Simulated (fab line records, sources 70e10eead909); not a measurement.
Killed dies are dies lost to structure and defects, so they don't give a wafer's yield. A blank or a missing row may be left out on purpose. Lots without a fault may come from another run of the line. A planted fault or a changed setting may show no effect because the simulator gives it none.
Which tool did it? | flow nand_harc | 24 lots, 72 wafers sampled, at 4 steps of a route of 1159

WHAT THE GAUGES READ, wafer by wafer
NHARC_P_ZERO_WELL_INSPECT_43. Usual: raw_defect_count 13, standard deviation 5.7.
lot  | measured    | on                | raw_defect_count | flag
L074 | day 1 19:28 | defect_inspect-01 | 8 14 8           |
L075 | day 2 01:41 | defect_inspect-01 | 10 20 4          |
L076 | day 2 08:02 | defect_inspect-02 | 7 22 7           |
L077 | day 2 13:36 | defect_inspect-01 | 15 17 8          |
L078 | day 2 19:31 | defect_inspect-01 | 16 17 16         |
L079 | day 3 01:14 | defect_inspect-02 | 20 23 14         |
L080 | day 3 07:45 | defect_inspect-01 | 19 20 17         |
L081 | day 3 13:35 | defect_inspect-01 | 3 9 10           |
L082 | day 3 19:35 | defect_inspect-01 | 24 12 19         |
L083 | day 4 01:33 | defect_inspect-01 | 10 9 26          |
L084 | day 4 07:41 | defect_inspect-02 | 14 24 10         |
L085 | day 4 13:44 | defect_inspect-01 | 20 11 31         |
L086 | day 4 19:18 | defect_inspect-02 | 16 12 14         |
L087 | day 5 01:41 | defect_inspect-02 | 3 12 5           |
L088 | day 5 07:28 | defect_inspect-01 | 10 6 14          |
L089 | day 5 13:43 | defect_inspect-02 | 5 6 9            |
L090 | day 5 19:49 | defect_inspect-02 | 17 25 25         |
L091 | day 6 02:01 | defect_inspect-01 | 11 9 12          |
L092 | day 6 07:43 | defect_inspect-02 | 12 13 10         |
L093 | day 6 13:46 | defect_inspect-02 | 21 26 12         |
L094 | day 6 19:37 | defect_inspect-01 | 16 14 14         |
L095 | day 7 02:19 | defect_inspect-01 | 6 6 22           |
L096 | day 7 07:26 | defect_inspect-01 | 10 10 10         |
L097 | day 7 14:00 | defect_inspect-02 | 12 6 13          |

NHARC_P_GATE_CD_MEAS_11: target cd 1640 nm. Usual: cd_nm 1641.0 nm, standard deviation 1.9.
lot  | measured    | on        | cd_nm (nm)           | flag
L074 | day 4 00:58 | cd_sem-02 | 1638.1 1642.4 1639.8 |
L075 | day 4 01:07 | cd_sem-03 | 1640.1 1642.9 1641.1 |
L076 | day 4 15:01 | cd_sem-03 | 1638.4 1639.2 1643.6 |
L077 | day 4 15:03 | cd_sem-02 | 1644.0 1642.3 1641.8 |
L078 | day 5 04:17 | cd_sem-03 | 1644.4 1640.1 1639.9 |
L079 | day 5 04:08 | cd_sem-02 | 1645.1 1637.9 1639.0 |
L080 | day 5 18:35 | cd_sem-02 | 1643.1 1643.4 1641.8 |
L081 | day 5 18:44 | cd_sem-03 | 1639.2 1639.9 1638.2 |
L082 | day 6 07:18 | cd_sem-03 | 1641.0 1638.6 1642.9 |
L083 | day 6 07:20 | cd_sem-03 | 1638.2 1638.9 1640.9 |
L084 | day 6 07:08 | cd_sem-03 | 1638.0 1639.9 1642.9 |
L085 | day 7 09:40 | cd_sem-03 | 1638.7 1643.5 1644.5 |
L086 | day 7 09:35 | cd_sem-03 | 1644.2 1642.7 1641.6 |
L087 | day 7 09:42 | cd_sem-02 | 1640.1 1640.7 1639.3 |
L088 | day 7 09:37 | cd_sem-03 | 1639.0 1643.2 1641.8 |
L089 | day 7 18:31 | cd_sem-02 | 1639.6 1642.9 1644.2 |
L090 | day 7 23:09 | cd_sem-03 | 1640.0 1642.1 1639.3 |
L091 | day 8 07:13 | cd_sem-02 | 1640.1 1642.8 1641.5 |
L092 | day 8 07:14 | cd_sem-02 | 1638.6 1641.9 1637.5 |
L093 | day 8 16:55 | cd_sem-02 | 1641.3 1639.9 1638.3 |
L094 | day 9 01:17 | cd_sem-03 | 1640.4 1640.7 1641.8 |
L095 | day 9 11:42 | cd_sem-03 | 1642.0 1640.4 1644.1 |
L096 | day 9 14:31 | cd_sem-03 | 1640.3 1640.3 1638.5 |
L097 | day 9 14:40 | cd_sem-03 | 1637.0 1640.3 1641.7 |

WHICH TOOL RAN EACH LOT (tool, then ch and the chambers of the sampled wafers, then the start)
lot  | NHARC_P_ZERO_WELL_DESCUM_54       | NHARC_P_STI_CMP_21
L074 | rie_diel-13 ch 0,1,2, day 1 17:47 | cmp-04 ch 0,2,3, day 3 08:21
L075 | rie_diel-05 ch 0,1,2, day 2 00:02 | cmp-03 ch 0,1,2, day 3 08:21
L076 | rie_diel-05 ch 0,1,2, day 2 06:22 | cmp-03 ch 0,1,2, day 3 21:29
L077 | rie_diel-01 ch 0,1, day 2 11:54   | cmp-04 ch 0,2,3, day 3 21:29
L078 | rie_diel-01 ch 0,1,2, day 2 17:52 | cmp-04 ch 0,1,3, day 4 10:47
L079 | rie_diel-05 ch 0,2,3, day 2 23:37 | cmp-03 ch 0,2,3, day 4 10:46
L080 | rie_diel-01 ch 0,2,3, day 3 06:05 | cmp-03 ch 1,2, day 4 22:26
L081 | rie_diel-05 ch 1,2,3, day 3 11:55 | cmp-01 ch 0,2, day 4 22:26
L082 | rie_diel-01 ch 1,3, day 3 17:56   | cmp-01 ch 1,2, day 5 09:17
L083 | rie_diel-13 ch 2,3, day 3 23:53   | cmp-04 ch 0,1,3, day 5 16:20
L084 | rie_diel-01 ch 2,3, day 4 06:02   | cmp-03 ch 0,2,3, day 5 16:17
L085 | rie_diel-05 ch 0,1,3, day 4 12:04 | cmp-01 ch 1,2,3, day 6 16:07
L086 | rie_diel-05 ch 0,1,2, day 4 17:40 | cmp-04 ch 0,1,2, day 6 16:05
L087 | rie_diel-13 ch 0,1,2, day 4 23:55 | cmp-03 ch 2,3, day 6 16:14
L088 | rie_diel-05 ch 1,2,3, day 5 05:49 | cmp-03 ch 0,3, day 6 16:05
L089 | rie_diel-05 ch 1,2,3, day 5 12:05 | cmp-03 ch 2,3, day 7 01:49
L090 | rie_diel-13 ch 1,3, day 5 18:08   | cmp-03 ch 0,2, day 7 06:25
L091 | rie_diel-13 ch 2,3, day 6 00:13   | cmp-04 ch 0,2, day 7 14:51
L092 | rie_diel-01 ch 0,1,3, day 6 06:04 | cmp-04 ch 0,1,2, day 7 14:58
L093 | rie_diel-01 ch 0,3, day 6 12:05   | cmp-04 ch 2,3, day 7 23:59
L094 | rie_diel-13 ch 0,1, day 6 17:58   | cmp-04 ch 2,3, day 8 08:34
L095 | rie_diel-13 ch 0,1,2, day 7 00:35 | cmp-04 ch 0,1,2, day 8 14:17
L096 | rie_diel-01 ch 0,3, day 7 05:47   | cmp-04 ch 0,1,2, day 8 22:08
L097 | rie_diel-05 ch 0,2,3, day 7 11:42 | cmp-03 ch 0,3, day 8 22:04
- NHARC_P_ZERO_WELL_DESCUM_54: chemistry O2, time 3 s.
- NHARC_P_STI_CMP_21: polishes, t overpolish 20 s, target thk 380.67 nm.

WHAT THE TOOLS THEMSELVES READ (means of the sampled wafers that have a number; where no wafer has one, the mark that the record gives instead)
NHARC_P_ZERO_WELL_DESCUM_54. Usual: drypump_motor_current_A 5.6 A, standard deviation 0.41; oes_product_au 1.000 a.u., standard deviation 0.013; rf_vpp_V 57.8 V, standard deviation 0.9; showerhead_plenum_p_Torr 1.91 Torr, standard deviation 0.068; throttle_valve_pct 11.313 %, standard deviation 0.009.
lot  | tool        | drypump_motor_current_A (A) | oes_product_au (a.u.) | rf_vpp_V (V) | showerhead_plenum_p_Torr (Torr) | throttle_valve_pct (%) | flag
L074 | rie_diel-13 | 5.2                         | 1.001                 | 58.4         | 1.96                            | 11.310                 |
L075 | rie_diel-05 | 5.6                         | 0.988                 | 57.4         | 1.93                            | 11.305                 |
L076 | rie_diel-05 | 5.6                         | 0.993                 | 57.0         | 1.93                            | 11.311                 |
L077 | rie_diel-01 | 5.5                         | 0.996                 | 58.0         | 1.82                            | 11.307                 |
L078 | rie_diel-01 | 5.7                         | 0.997                 | 57.0         | 1.87                            | 11.317                 |
L079 | rie_diel-05 | 5.8                         | 0.994                 | 58.0         | 1.93                            | 11.316                 |
L080 | rie_diel-01 | 5.6                         | 1.004                 | 58.6         | 1.91                            | 11.322                 |
L081 | rie_diel-05 | 6.0                         | 0.986                 | 57.5         | 1.88                            | 11.312                 |
L082 | rie_diel-01 | 5.5                         | 0.999                 | 57.8         | 1.89                            | 11.302                 |
L083 | rie_diel-13 | 5.6                         | 0.999                 | 58.5         | 1.93                            | 11.315                 |
L084 | rie_diel-01 | 5.7                         | 1.006                 | 56.9         | 1.94                            | 11.320                 |
L085 | rie_diel-05 | 5.6                         | 0.995                 | 58.6         | 1.92                            | 11.306                 |
L086 | rie_diel-05 | 5.6                         | 0.993                 | 58.6         | 1.93                            | 11.316                 |
L087 | rie_diel-13 | 5.2                         | 1.016                 | 58.6         | 1.96                            | 11.316                 |
L088 | rie_diel-05 | 5.9                         | 1.002                 | 57.6         | 1.87                            | 11.305                 |
L089 | rie_diel-05 | 5.9                         | 0.995                 | 58.4         | 1.87                            | 11.307                 |
L090 | rie_diel-13 | 5.2                         | 1.023                 | 58.3         | 1.89                            | 11.319                 |
L091 | rie_diel-13 | 5.7                         | 1.001                 | 57.7         | 1.87                            | 11.318                 |
L092 | rie_diel-01 | 5.4                         | 0.989                 | 57.4         | 1.85                            | 11.312                 |
L093 | rie_diel-01 | 5.3                         | 0.995                 | 56.9         | 1.84                            | 11.312                 |
L094 | rie_diel-13 | 5.0                         | 1.008                 | 57.5         | 1.94                            | 11.316                 |
L095 | rie_diel-13 | 5.2                         | 1.007                 | 57.7         | 1.96                            | 11.312                 |
L096 | rie_diel-01 | 5.3                         | 0.997                 | 57.6         | 1.88                            | 11.318                 |
L097 | rie_diel-05 | 5.8                         | 1.003                 | 57.9         | 1.93                            | 11.320                 |

NHARC_P_STI_CMP_21. Usual: motor_current_A 12.0 A, standard deviation 1.2; overpolish_run_s 20.000 s, standard deviation 0.0093; retaining_ring_pressure_frac 1.001, standard deviation 0.005; slurry_flow_ml_min 150.0, standard deviation 0.47.
lot  | tool   | motor_current_A (A) | overpolish_run_s (s) | retaining_ring_pressure_frac | slurry_flow_ml_min | flag
L074 | cmp-04 | 12.3                | 20.005               | 1.000                        | 150.4              |
L075 | cmp-03 | 12.5                | 20.000               | 1.004                        | 150.1              |
L076 | cmp-03 | 12.4                | 19.991               | 0.998                        | 149.9              |
L077 | cmp-04 | 12.4                | 20.010               | 1.004                        | 149.8              |
L078 | cmp-04 | 11.6                | 19.995               | 0.998                        | 150.2              |
L079 | cmp-03 | 12.5                | 20.005               | 0.996                        | 149.5              |
L080 | cmp-03 | 12.6                | 20.005               | 1.001                        | 149.4              |
L081 | cmp-01 | 11.2                | 20.003               | 0.999                        | 149.9              |
L082 | cmp-01 | 10.7                | 20.006               | 0.997                        | 150.0              |
L083 | cmp-04 | 11.5                | 19.998               | 0.998                        | 150.0              |
L084 | cmp-03 | 12.3                | 19.993               | 1.002                        | 150.1              |
L085 | cmp-01 | 11.3                | 19.990               | 1.000                        | 150.1              |
L086 | cmp-04 | 11.8                | 19.997               | 1.004                        | 149.8              |
L087 | cmp-03 | 11.5                | 20.004               | 1.002                        | 150.3              |
L088 | cmp-03 | 12.5                | 19.993               | 1.001                        | 150.2              |
L089 | cmp-03 | 11.9                | 19.994               | 1.004                        | 149.6              |
L090 | cmp-03 | 11.5                | 20.003               | 0.999                        | 149.6              |
L091 | cmp-04 | 12.6                | 19.991               | 0.996                        | 150.5              |
L092 | cmp-04 | 11.9                | 20.000               | 1.002                        | 150.3              |
L093 | cmp-04 | 12.4                | 19.995               | 1.000                        | 149.9              |
L094 | cmp-04 | 12.7                | 20.003               | 1.005                        | 149.8              |
L095 | cmp-04 | 11.7                | 19.996               | 1.003                        | 149.5              |
L096 | cmp-04 | 11.5                | 20.003               | 0.999                        | 149.8              |
L097 | cmp-03 | 12.7                | 20.002               | 1.007                        | 150.5              |

THE ANSWER, worked out from the rows above alone
Rule: a lot is off if the mean of its wafers that have a number lies more than 3 standard deviations from the usual mean. A lot without any number at a reading at which 4 lots or more have one is off too. The other lots that the step has rows for count as sound. The gauges are gone through in route order, then the tools' own readings, and for those a lot's mean is taken as printed above. The first step at which some lot is off is used, and at that step the reading that is off furthest; a lot without a number counts as furthest.
No lot is off at any reading shown: from this, nothing can be told.

WHAT THE SIMULATOR HAD PUT IN
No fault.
